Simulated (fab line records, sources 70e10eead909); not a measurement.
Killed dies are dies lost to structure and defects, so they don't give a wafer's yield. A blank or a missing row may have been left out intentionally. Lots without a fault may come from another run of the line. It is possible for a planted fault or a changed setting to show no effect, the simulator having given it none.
fab line records	flow nandHarc
record lots=6	wafers=18	lastDay=32
route steps=1302 shown THIN_TSV@1270 END@1301
lots that met no fault: taken from a fault-free run of the same line
startH: the number of hours between the record's first day and the start of the first shown wafer of the lot	waitH: hours since the lot's step before	" the same as in the row above	L1.1+2: one row covering several wafers at once	- no value, or no start was given	* or withheld: withheld	< > ~ a bound
route shown NAME@n: a module of which the file shows steps, and the number in the route of the first	usual: mean and standard deviation over wafers with no fault	same: alike in all rows	chamber/n: place in a boat	sites: readings site by site	_std_site: how widely they spread, as a standard deviation	_edge_site: inner sites' mean taken away from outer sites' mean	radiusMm: for every site, how far away it sits from the centre of the wafer	mask NAME#n: copy n	behind: the tool/chamber that last shaped the wafer	hold: why the lot went on hold/how many hours it stayed there/how the hold came to an end	device: which transistor (n, p or np) failed to switch	end of line: at the end of the route, the tests of the same wafers	where a step has no rows: the recipe by itself	killed: at the first sort, the dies lost to defects and structure; wafer yield is something else	map: a wafer's dies, marking killed ones x, the rest . and places with no die _
set.NAME: the setting the step ran with; set.NAME@STEP: the setting that earlier step ran with	model.NAME: the simulator's own value behind a step, which no gauge read
certain route steps with their lots: each step a table, each wafer a row
services: the hour from which a tool's chamber was out of use, counted from the record's first day as startH (under 0 if before that day), plus the number of hours and why
## steps
# step NHARC_THIN_TSV_DEGAS_49
# recipe tempC=300	timeS=120
# step NHARC_THIN_TSV_PRE_CLEAN_50
# recipe timeS=30	tempC=280	gas=H2/He
# usual heaterPowerW=403/50
lot.wafer	tool	chamber	startH	waitH	heaterPowerW
L774.2	pvdSputter-02	-	-	-	382
L774.1	"	-	"	"	337
L774.3	"	-	"	"	333
L779.3	pvdSputter-03	-	-	-	446
L779.6	"	-	"	"	389
L779.5	"	-	"	"	452
L787.1	pvdSputter-03	-	-	-	467
L787.4	"	-	"	"	442
L787.6	"	-	"	"	460
L786.4	pvdSputter-02	-	-	-	400
L786.1	"	-	"	"	362
L786.3	"	-	"	"	346
L785.3	pvdSputter-03	-	-	-	449
L785.1	"	-	"	"	399
L785.5	"	-	"	"	443
L791.2	pvdSputter-02	-	-	-	401
L791.3	"	-	"	"	356
L791.1	"	-	"	"	345
# step NHARC_THIN_TSV_PVD_19
# recipe targetThkA=200	chamberPressurePa=5	material=TaN
# usual throttleValvePct=29.8/1.1
lot.wafer	tool	chamber	startH	waitH	throttleValvePct
L774.3	pvdSputter-02	-	-	-	30.5
L774.1	"	-	"	"	29.0
L774.2	"	-	"	"	30.8
L779.3	pvdSputter-03	-	-	-	29.9
L779.6	"	-	"	"	31.5
L779.5	"	-	"	"	30.0
L787.1	pvdSputter-03	-	-	-	30.2
L787.4	"	-	"	"	31.3
L787.6	"	-	"	"	29.9
L786.3	pvdSputter-02	-	-	-	29.7
L786.4	"	-	"	"	28.9
L786.1	"	-	"	"	30.7
L785.3	pvdSputter-03	-	-	-	30.1
L785.1	"	-	"	"	30.0
L785.5	"	-	"	"	31.1
L791.3	pvdSputter-02	-	-	-	30.5
L791.1	"	-	"	"	29.0
L791.2	"	-	"	"	29.9
# step NHARC_THIN_TSV_PVD_51
# recipe targetThkA=1000	chamberPressurePa=5	material=Cu
# usual throttleValvePct=29.8/1.1
lot.wafer	tool	chamber	startH	waitH	throttleValvePct
L774.2	pvdSputter-02	-	-	-	30.1
L774.1	"	-	"	"	30.4
L774.3	"	-	"	"	28.7
L779.3	pvdSputter-03	-	-	-	27.2
L779.5	"	-	"	"	29.9
L779.6	"	-	"	"	27.1
L787.1	pvdSputter-03	-	-	-	31.3
L787.4	"	-	"	"	29.8
L787.6	"	-	"	"	31.2
L786.4	pvdSputter-02	-	-	-	30.5
L786.1	"	-	"	"	29.7
L786.3	"	-	"	"	30.5
L785.1	pvdSputter-03	-	-	-	29.9
L785.3	"	-	"	"	27.1
L785.5	"	-	"	"	31.3
L791.2	pvdSputter-02	-	-	-	30.6
L791.3	"	-	"	"	29.0
L791.1	"	-	"	"	29.8
# step NHARC_THIN_TSV_ECD_20
# recipe targetThkA=20000	material=Cu
# step NHARC_THIN_TSV_ANNEAL_52
# recipe tempC=225	timeS=90
# usual annealTempC=225.02/0.17	wafer_temp_C_max=226.9/0.37
lot.wafer	tool	chamber	startH	waitH	annealTempC	wafer_temp_C_max
L774.1	rtpAnneal-01	0	560.08	0.5	225.25	226.9
L774.2	"	0	"	"	224.98	227.0
L774.3	"	0	"	"	225.18	226.7
L779.3	rtpAnneal-01	0	611.45	0.4	224.87	227.3
L779.5	"	0	"	"	224.99	226.7
L779.6	"	0	"	"	225.01	226.8
L787.1	rtpAnneal-01	0	674.55	0.6	224.76	227.2
L787.4	"	0	"	"	224.88	226.5
L787.6	"	0	"	"	224.99	226.7
L786.1	rtpAnneal-01	0	682.21	0.6	225.00	226.7
L786.3	"	0	"	"	225.04	226.3
L786.4	"	0	"	"	225.06	226.4
L785.1	rtpAnneal-01	0	683.46	0.6	225.22	227.1
L785.3	"	0	"	"	224.79	227.2
L785.5	"	0	"	"	224.58	226.7
L791.1	rtpAnneal-01	0	752.91	0.5	225.03	227.2
L791.2	"	0	"	"	225.11	226.7
L791.3	"	0	"	"	225.08	227.4
# step NHARC_THIN_TSV_CMP_21
# recipe tOverpolishS=30	targetThkNm=2000
# usual motorCurrentA=12.1/0.72	overpolishRunS=30.000/0.0084
lot.wafer	tool	chamber	startH	waitH	motorCurrentA	overpolishRunS
L774.2	cmp-01	1	560.42	-	13.0	29.992
L774.3	"	3	"	"	10.9	29.992
L774.1	"	0	"	"	12.2	29.998
L779.3	cmp-04	1	611.78	-	11.5	30.003
L779.6	"	2	"	"	10.8	29.990
L779.5	"	3	"	"	13.3	29.990
L787.1	cmp-02	0	674.96	-	12.5	30.005
L787.4	"	1	"	"	12.7	29.995
L787.6	"	2	"	"	12.4	30.000
L786.3	cmp-01	0	682.55	-	12.8	30.004
L786.4	"	1	"	"	13.0	30.000
L786.1	"	2	"	"	12.8	30.012
L785.1	cmp-02	1	683.81	-	12.6	29.995
L785.3	"	3	"	"	12.0	29.988
L785.5	"	2	"	"	12.3	29.997
L791.2	cmp-04	1	753.26	-	12.1	30.027
L791.3	"	2	"	"	11.3	29.987
L791.1	"	0	"	"	11.0	30.005
# step NHARC_THIN_TSV_SRD_23
# step NHARC_THIN_TSV_DEGAS_53
# recipe tempC=300	timeS=60
# step NHARC_THIN_TSV_PRE_CLEAN_54
# recipe timeS=30	tempC=280	gas=H2/He
# step NHARC_THIN_TSV_PVD_55
# recipe targetThkA=500	material=TiN
# step NHARC_THIN_TSV_PVD_24
# recipe targetThkA=8000	powerW=withheld	chamberPressurePa=withheld	substrateTempC=withheld	timeS=withheld	gas=Ar	material=Al
lot.wafer	tool	chamber	startH	waitH
L774.3+2+1	pvdSputter-03	-	561.18	0.1
L779.3+5+6	pvdSputter-01	-	612.51	0.2
L787.4+1+6	pvdSputter-01	-	675.77	0.2
L786.1+4+3	pvdSputter-02	-	683.31	0.1
L785.1+3+5	pvdSputter-01	-	684.68	0.2
L791.3+1+2	pvdSputter-01	-	754.02	0.1
# step NHARC_THIN_TSV_DEHYDRATE_25
# recipe tempC=150	timeS=120
# step NHARC_THIN_TSV_HMDS_26
# recipe timeS=30
# step NHARC_THIN_TSV_COAT_27
# recipe spinRpm=*
# step NHARC_THIN_TSV_SOFTBAKE_28
# recipe tempC=122	timeS=95
# step NHARC_THIN_TSV_EBR_29
# step NHARC_THIN_TSV_EXPOSE_30
# recipe na=0.55	doseMj=11.47	maskId=PAD
# step NHARC_THIN_TSV_PEB_31
# recipe pebTempC=118	pebTimeS=85
# step NHARC_THIN_TSV_DEVELOP_32
# recipe timeS=70
# step NHARC_THIN_TSV_CD_MEAS_33
# recipe targetCdNm=5000	landingEnergyEv=500
# usual cdNm=5000.8/1.4
lot.wafer	tool	chamber	startH	waitH	cdNm
L774.1	cdSem-03	0	562.02	-	5002.0
L774.2	"	0	"	"	5001.5
L774.3	"	0	"	"	5000.9
L779.3	cdSem-03	0	613.29	-	5000.7
L779.5	"	0	"	"	5002.9
L779.6	"	0	"	"	5001.2
L787.1	cdSem-01	0	676.50	-	5000.2
L787.4	"	0	"	"	5001.1
L787.6	"	0	"	"	5001.2
L786.1	cdSem-02	0	684.18	-	4997.8
L786.3	"	0	"	"	4999.8
L786.4	"	0	"	"	4998.9
L785.1	cdSem-03	0	685.28	-	5000.8
L785.3	"	0	"	"	5001.4
L785.5	"	0	"	"	5000.8
L791.1	cdSem-01	0	754.87	-	5000.5
L791.2	"	0	"	"	4999.1
L791.3	"	0	"	"	5000.1
# step NHARC_THIN_TSV_HARDBAKE_34
# recipe tempC=125	timeS=80
# step NHARC_THIN_TSV_DESCUM_35
# recipe timeS=3	o2FlowSccm=200	arFlowSccm=0	biasPowerW=0	chemistry=O2
# step NHARC_THIN_TSV_ETCH_59
# recipe targetDepthA=8800	icpW=900	biasW=100	Cl2_flow_sccm=60	bcl3FlowSccm=30	timeS=138.1	chemistry=Cl2/BCl3
# step NHARC_THIN_TSV_ETCH_36
# recipe targetDepthA=650	overEtchFrac=0.3	timeS=18.571	ionEnergyEv=150	chemistry=Cl2/BCl3
# step NHARC_THIN_TSV_STRIP_56
# recipe powerW=1500	tempC=250	chemistry=O2
# step NHARC_THIN_TSV_STRIP_57
# recipe timeS=1200	tempC=72.5	chemistry=postEtchResidueRemover
# step NHARC_THIN_TSV_CD_MEAS_37
# usual cdNm=5001.5/2.1
lot.wafer	tool	chamber	startH	waitH	cdNm
L774.1	cdSem-02	-	563.46	-	5000.5
L774.2	"	-	"	"	5001.7
L774.3	"	-	"	"	4997.5
L779.3	cdSem-03	-	614.73	-	5003.0
L779.5	"	-	"	"	5005.8
L779.6	"	-	"	"	5001.9
L787.1	cdSem-03	-	678.02	-	5004.6
L787.4	"	-	"	"	5003.1
L787.6	"	-	"	"	5001.4
L786.1	cdSem-01	-	685.70	-	4999.7
L786.3	"	-	"	"	5001.2
L786.4	"	-	"	"	5000.3
L785.1	cdSem-03	-	686.72	-	5003.1
L785.3	"	-	"	"	5005.1
L785.5	"	-	"	"	5004.1
L791.1	cdSem-02	-	756.30	-	5000.6
L791.2	"	-	"	"	4998.7
L791.3	"	-	"	"	5002.3
# step NHARC_THIN_TSV_ANNEAL_58
# recipe tempC=400	timeS=1800
# step NHARC_THIN_TSV_INSPECT_40
# usual rawDefectCount=568/89
lot.wafer	tool	chamber	startH	waitH	rawDefectCount
L774.1	defectInspect-01	-	567.26	0.4	537
L774.2	"	-	"	"	460
L774.3	"	-	"	"	484
L779.3	defectInspect-01	-	620.16	0.4	653
L779.5	"	-	"	"	631
L779.6	"	-	"	"	579
L787.1	defectInspect-02	-	682.53	0.4	569
L787.4	"	-	"	"	405
L787.6	"	-	"	"	661
L786.1	defectInspect-01	-	690.23	0.4	490
L786.3	"	-	"	"	495
L786.4	"	-	"	"	509
L785.1	defectInspect-02	-	690.23	0.4	505
L785.3	"	-	"	"	556
L785.5	"	-	"	"	592
L791.1	defectInspect-01	-	760.16	0.4	611
L791.2	"	-	"	"	526
L791.3	"	-	"	"	578
# step NHARC_END_WLT_00
# usual VT_DECK1_BOTTOM=0.869/0.0059	VT_DECK1_BOTTOM_INNER=0.869/0.0058	VT_DECK1_MEDIAN_NEAR_BOTTOM=0.870/0.0061	VT_DECK1_MEDIAN_NEAR_BOTTOM_INNER=0.870/0.006	VT_DECK1_MIDDLE=0.883/0.006	VT_DECK1_MIDDLE_INNER=0.882/0.0059	VT_DECK1_TOP=0.895/0.0062	VT_DECK1_TOP_INNER=0.894/0.006	VT_DECK2_BOTTOM=0.872/0.0078	VT_DECK2_BOTTOM_INNER=0.872/0.0078	VT_DECK2_MEDIAN_NEAR_BOTTOM=0.874/0.0082	VT_DECK2_MEDIAN_NEAR_BOTTOM_INNER=0.873/0.0085	VT_DECK2_MIDDLE=0.886/0.0074	VT_DECK2_MIDDLE_INNER=0.885/0.0069	VT_DECK2_TOP=0.896/0.0069	VT_DECK2_TOP_INNER=0.897/0.0069
lot.wafer	tool	chamber	startH	waitH	VT_DECK1_BOTTOM	VT_DECK1_BOTTOM_INNER	VT_DECK1_MEDIAN_NEAR_BOTTOM	VT_DECK1_MEDIAN_NEAR_BOTTOM_INNER	VT_DECK1_MIDDLE	VT_DECK1_MIDDLE_INNER	VT_DECK1_TOP	VT_DECK1_TOP_INNER	VT_DECK2_BOTTOM	VT_DECK2_BOTTOM_INNER	VT_DECK2_MEDIAN_NEAR_BOTTOM	VT_DECK2_MEDIAN_NEAR_BOTTOM_INNER	VT_DECK2_MIDDLE	VT_DECK2_MIDDLE_INNER	VT_DECK2_TOP	VT_DECK2_TOP_INNER
L774.1	prober-02	-	567.32	0.1	0.879	0.877	0.882	0.871	0.886	0.890	0.905	0.898	0.870	0.873	0.869	0.870	0.890	0.882	0.904	0.887
L774.2	"	-	"	"	0.872	0.876	0.883	0.878	0.880	0.887	0.902	0.901	0.885	0.870	0.876	0.884	0.879	0.886	0.899	0.894
L774.3	"	-	"	"	0.879	0.871	0.877	0.871	0.893	0.890	0.896	0.902	0.880	0.868	0.872	0.871	0.886	0.889	0.898	0.903
L779.3	prober-02	-	621.20	1.0	0.858	0.860	0.865	0.864	0.882	0.873	0.894	0.892	0.873	0.883	0.876	0.881	0.892	0.896	0.908	0.899
L779.5	"	-	"	"	0.861	0.871	0.864	0.864	0.876	0.878	0.901	0.887	0.880	0.882	0.877	0.887	0.896	0.888	0.904	0.909
L779.6	"	-	"	"	0.868	0.863	0.871	0.864	0.880	0.891	0.894	0.888	0.882	0.894	0.889	0.892	0.890	0.897	0.903	0.906
L787.1	prober-02	-	682.59	0.1	0.872	0.878	0.876	0.865	0.885	0.877	0.907	0.893	0.871	0.870	0.873	0.875	0.892	0.884	0.899	0.902
L787.6	"	-	685.06	2.5	0.860	0.871	0.865	0.868	0.874	0.887	0.897	0.898	0.873	0.870	0.873	0.870	0.881	0.881	0.897	0.905
L786.1	prober-02	-	690.39	0.2	0.870	0.873	0.874	0.869	0.880	0.887	0.893	0.891	0.882	0.882	0.879	0.879	0.889	0.892	0.901	0.907
L786.3	"	-	691.39	1.2	0.875	0.874	0.879	0.886	0.884	0.887	0.902	0.884	0.872	0.877	0.881	0.878	0.884	0.893	0.890	0.894
L786.4	"	-	"	"	0.874	0.872	0.881	0.873	0.889	0.884	0.891	0.897	0.874	0.872	0.876	0.873	0.899	0.891	0.899	0.905
L785.3	prober-01	-	691.29	1.1	0.870	0.866	0.874	0.870	0.881	0.878	0.894	0.894	0.870	0.870	0.867	0.872	0.887	0.888	0.901	0.895
L785.5	"	-	692.29	2.1	0.867	0.870	0.873	0.871	0.886	0.881	0.894	0.897	0.875	0.864	0.870	0.871	0.891	0.885	0.895	0.893
L791.1	prober-01	-	768.03	7.9	0.872	0.866	0.868	0.860	0.878	0.876	0.889	0.884	0.862	0.869	0.863	0.866	0.873	0.884	0.893	0.891
L791.2	"	-	"	"	0.867	0.866	0.869	0.869	0.882	0.872	0.891	0.888	0.866	0.858	0.861	0.861	0.876	0.878	0.889	0.894
L791.3	"	-	"	"	0.870	0.869	0.862	0.859	0.880	0.880	0.893	0.893	0.861	0.854	0.872	0.865	0.882	0.884	0.885	0.888
# step NHARC_END_SORT_01
# recipe tempC=25
# usual defectLimitedYield=90.3/3	killedAtArray=60/21	killedAtOther=1.0/1.2	killedAtPeriphery=4.2/2.8	killedDies=65/20	killedOpen=3.1/1.8	killedShort=2.6/1.6
# same grossDies=677
lot.wafer	tool	chamber	startH	waitH	defectLimitedYield[%]	killedAtArray	killedAtOther	killedAtPeriphery	killedDies	killedOpen	killedShort
L774.1	prober-02	0	570.31	2.5	91.6	49	0	8	57	5	2
L774.2	prober-02	0	571.11	2.8	90.4	57	2	6	65	6	0
L774.3	prober-02	0	571.92	3.1	91.4	46	3	9	58	3	4
L787.1	prober-02	0	685.56	2.5	92.9	46	1	1	48	2	5
L787.4	prober-02	0	687.97	3.4	0	36	639	2	677	0	1
L787.6	prober-02	0	689.58	4.0	94.5	33	1	3	37	3	4
L785.1	prober-01	0	693.30	2.5	0	42	629	6	677	3	2
L785.3	prober-01	0	694.92	3.1	91.6	50	0	7	57	3	1
L785.5	prober-01	0	696.55	3.7	93.2	43	0	3	46	3	4
L791.1	prober-01	0	770.97	2.5	92.3	41	2	9	52	5	1
L791.2	prober-01	0	771.79	2.8	89.7	65	0	5	70	4	3
L791.3	prober-01	0	772.60	3.1	91.3	50	1	8	59	2	1
# killed by level:class
L774.1 A_CHANNEL_HOLE_D2:chamberFilmFlake=36 P_GATE:chamberFilmFlake=6 A_CONTACT:chamberFilmFlake=6 A_M0:geometricParticle:open=2 P_M0:geometricParticle:open=1 A_CHANNEL_FILL_D1:geometricParticle:short=1 A_DECK1_JOINT:geometricParticle:short=1 A_ONON_D2:geometricParticle:open=1
L774.2 A_CHANNEL_HOLE_D2:chamberFilmFlake=39 P_GATE:chamberFilmFlake=5 A_STAIRCASE:chamberFilmFlake=5 A_CONTACT:chamberFilmFlake=3 A_BLC:chamberFilmFlake=3 THIN_TSV:chamberFilmFlake=2 P_GATE:geometricParticle:open=1 A_ONON_D1:geometricParticle:open=1
L774.3 A_CHANNEL_HOLE_D2:chamberFilmFlake=28 P_GATE:chamberFilmFlake=8 A_CONTACT:chamberFilmFlake=5 THIN_TSV:chamberFilmFlake=3 A_CHANNEL_HOLE_D1:chamberFilmFlake=2 A_CHANNEL_FILL_D1:chamberFilmFlake=2 A_STAIRCASE:chamberFilmFlake=2 P_M2:geometricParticle:open=1
L787.1 A_CHANNEL_HOLE_D1:chamberFilmFlake=14 A_CHANNEL_HOLE_D2:chamberFilmFlake=11 A_SLIT:chamberFilmFlake=4 A_ONON_D2:geometricParticle:short=2 A_STAIRCASE:chamberFilmFlake=2 A_CHANNEL_FILL_D1:chamberFilmFlake=2 A_CONTACT:chamberFilmFlake=2 A_ONON_D1:geometricParticle:short=1
L787.4 THIN_TSV:areaPvd=639 A_CHANNEL_HOLE_D2:chamberFilmFlake=19 A_CHANNEL_HOLE_D1:chamberFilmFlake=5 A_SLIT:chamberFilmFlake=5 A_CHANNEL_FILL_D1:chamberFilmFlake=2 A_STAIRCASE:chamberFilmFlake=2 A_WL_FILL:chamberFilmFlake=2 A_CHANNEL_FILL_D1:geometricParticle:short=1
L787.6 A_CHANNEL_HOLE_D2:chamberFilmFlake=13 A_CHANNEL_HOLE_D1:chamberFilmFlake=9 A_BLC:geometricParticle:open=2 A_SLIT:chamberFilmFlake=2 P_CONTACT:geometricParticle:short=1 P_CONTACT:geometricParticle:open=1 A_ONON_D2:geometricParticle:short=1 A_WL_FILL:geometricParticle:short=1
L785.1 THIN_TSV:areaPvd=629 A_SLIT:chamberFilmFlake=14 A_CHANNEL_HOLE_D1:chamberFilmFlake=9 P_CONTACT:chamberFilmFlake=6 A_WL_FILL:chamberFilmFlake=5 A_CONTACT:chamberFilmFlake=3 A_ZERO_WELL:chamberFilmFlake=2 A_BLC:chamberFilmFlake=2
L785.3 A_SLIT:chamberFilmFlake=37 A_CHANNEL_HOLE_D1:chamberFilmFlake=6 P_CONTACT:chamberFilmFlake=4 A_WL_FILL:chamberFilmFlake=3 P_CONTACT:geometricParticle:open=2 A_CONTACT:chamberFilmFlake=2 P_ZERO_WELL:geometricParticle:short=1 A_ONON_D2:geometricParticle:open=1
L785.5 A_SLIT:chamberFilmFlake=27 A_CHANNEL_HOLE_D1:chamberFilmFlake=6 A_M0:geometricParticle:open=2 A_M0:geometricParticle:short=2 A_STAIRCASE:chamberFilmFlake=2 P_CONTACT:geometricParticle:open=1 A_DECK1_JOINT:geometricParticle:short=1 A_WL_FILL:geometricParticle:short=1
L791.1 A_CHANNEL_HOLE_D2:chamberFilmFlake=12 A_SLIT:chamberFilmFlake=8 P_GATE:chamberFilmFlake=6 A_STAIRCASE:chamberFilmFlake=6 A_CONTACT:chamberFilmFlake=6 A_CHANNEL_HOLE_D1:chamberFilmFlake=4 A_CHANNEL_FILL_D1:geometricParticle:open=2 THIN_TSV:chamberFilmFlake=2
L791.2 A_CHANNEL_HOLE_D2:chamberFilmFlake=25 A_CHANNEL_HOLE_D1:chamberFilmFlake=11 A_CONTACT:chamberFilmFlake=11 A_SLIT:chamberFilmFlake=8 P_GATE:chamberFilmFlake=4 A_STAIRCASE:chamberFilmFlake=4 P_CONTACT:geometricParticle:open=1 A_CHANNEL_FILL_D1:geometricParticle:short=1
L791.3 A_CHANNEL_HOLE_D1:chamberFilmFlake=17 A_CHANNEL_HOLE_D2:chamberFilmFlake=15 A_CONTACT:chamberFilmFlake=10 P_GATE:chamberFilmFlake=5 A_SLIT:chamberFilmFlake=4 P_BONDPAD:chamberFilmFlake=2 A_WL_FILL:chamberFilmFlake=2 P_M0:geometricParticle:short=1
# map L785.1 (x killed, . not)
____________x____________
_________xxxxxxx_________
_______xxxxxxxxxxx_______
______xxxxxxxxxxxxx______
_____xxxxxxxxxxxxxxx_____
____xxxxxxxxxxxxxxxxx____
____xxxxxxxxxxxxxxxxx____
___xxxxxxxxxxxxxxxxxxx___
___xxxxxxxxxxxxxxxxxxx___
__xxxxxxxxxxxxxxxxxxxxx__
__xxxxxxxxxxxxxxxxxxxxx__
_xxxxxxxxxxxxxxxxxxxxxxx_
_xxxxxxxxxxxxxxxxxxxxxxx_
_xxxxxxxxxxxxxxxxxxxxxxx_
_xxxxxxxxxxxxxxxxxxxxxxx_
_xxxxxxxxxxxxxxxxxxxxxxx_
xxxxxxxxxxxxxxxxxxxxxxxxx
xxxxxxxxxxxxxxxxxxxxxxxxx
xxxxxxxxxxxxxxxxxxxxxxxxx
xxxxxxxxxxxxxxxxxxxxxxxxx
xxxxxxxxxxxxxxxxxxxxxxxxx
_xxxxxxxxxxxxxxxxxxxxxxx_
_xxxxxxxxxxxxxxxxxxxxxxx_
_xxxxxxxxxxxxxxxxxxxxxxx_
_xxxxxxxxxxxxxxxxxxxxxxx_
_xxxxxxxxxxxxxxxxxxxxxxx_
__xxxxxxxxxxxxxxxxxxxxx__
__xxxxxxxxxxxxxxxxxxxxx__
___xxxxxxxxxxxxxxxxxxx___
___xxxxxxxxxxxxxxxxxxx___
____xxxxxxxxxxxxxxxxx____
____xxxxxxxxxxxxxxxxx____
_____xxxxxxxxxxxxxxx_____
______xxxxxxxxxxxxx______
_______xxxxxxxxxxx_______
_________xxxxxxx_________
____________x____________
# map L787.4 (x killed, . not)
____________x____________
_________xxxxxxx_________
_______xxxxxxxxxxx_______
______xxxxxxxxxxxxx______
_____xxxxxxxxxxxxxxx_____
____xxxxxxxxxxxxxxxxx____
____xxxxxxxxxxxxxxxxx____
___xxxxxxxxxxxxxxxxxxx___
___xxxxxxxxxxxxxxxxxxx___
__xxxxxxxxxxxxxxxxxxxxx__
__xxxxxxxxxxxxxxxxxxxxx__
_xxxxxxxxxxxxxxxxxxxxxxx_
_xxxxxxxxxxxxxxxxxxxxxxx_
_xxxxxxxxxxxxxxxxxxxxxxx_
_xxxxxxxxxxxxxxxxxxxxxxx_
_xxxxxxxxxxxxxxxxxxxxxxx_
xxxxxxxxxxxxxxxxxxxxxxxxx
xxxxxxxxxxxxxxxxxxxxxxxxx
xxxxxxxxxxxxxxxxxxxxxxxxx
xxxxxxxxxxxxxxxxxxxxxxxxx
xxxxxxxxxxxxxxxxxxxxxxxxx
_xxxxxxxxxxxxxxxxxxxxxxx_
_xxxxxxxxxxxxxxxxxxxxxxx_
_xxxxxxxxxxxxxxxxxxxxxxx_
_xxxxxxxxxxxxxxxxxxxxxxx_
_xxxxxxxxxxxxxxxxxxxxxxx_
__xxxxxxxxxxxxxxxxxxxxx__
__xxxxxxxxxxxxxxxxxxxxx__
___xxxxxxxxxxxxxxxxxxx___
___xxxxxxxxxxxxxxxxxxx___
____xxxxxxxxxxxxxxxxx____
____xxxxxxxxxxxxxxxxx____
_____xxxxxxxxxxxxxxx_____
______xxxxxxxxxxxxx______
_______xxxxxxxxxxx_______
_________xxxxxxx_________
____________x____________
## services
tool	chamber	startH	hours	kind
cmp-01	-	577.76	4.0	pm
pvdSputter-01	-	582.05	10.0	pm
cmp-02	-	582.61	0.8	repair
cmp-01	-	600.61	1.0	repair
cmp-04	-	601.08	4.0	pm
cmp-02	-	618.53	1.0	repair
cmp-02	-	631.16	4.0	pm
cmp-02	-	641.00	1.3	repair
pvdSputter-02	-	647.00	10.0	pm
pvdSputter-01	-	650.57	1.7	repair
cmp-04	-	672.53	0.3	repair
cmp-01	-	675.76	4.0	pm
cmp-02	-	682.50	0.6	repair
cmp-01	-	688.95	2.5	repair
cmp-04	-	699.08	4.0	pm
cmp-02	-	701.99	6.2	repair
pvdSputter-03	-	704.02	10.0	pm
pvdSputter-02	-	705.67	2.7	repair
cmp-01	-	717.58	0.7	repair
cmp-04	-	724.77	0.8	repair
cmp-04	-	727.43	1.6	repair
cmp-02	-	729.16	4.0	pm
pvdSputter-02	-	735.05	1.4	repair
pvdSputter-02	-	742.51	1.9	repair
## key
firstSign step=NHARC_END_SORT_01	reading=killedAtOther	direction=up	sigmas=99+	usual=1.0	struck=634
effect step=NHARC_END_SORT_01	reading=defectLimitedYield	direction=down	sigmas=31	usual=90.3	struck=0
moreKillsBornAt NHARC_THIN_TSV_PVD_24@pvdSputter-01=1268
metAt NHARC_THIN_TSV_PVD_24
struckWafers L785.1,L787.4
laterRowsLeftOut L785.1,L787.4
onsetBetween 612.51 675.77
fault kind=processParameterDrift	tool=pvdSputter-01	chamber=-	onsetH=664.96	steps=NHARC_THIN_TSV_PVD_24	channel=targetThkA	offset=*	shape=step	endH=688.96	actsIn=*	stated=*	scope=struckWafersOnly
# laterRowsLeftOut: the simulator's readings of these wafers behind a module that went badly wrong aren't trusted and aren't shown, but for the sort
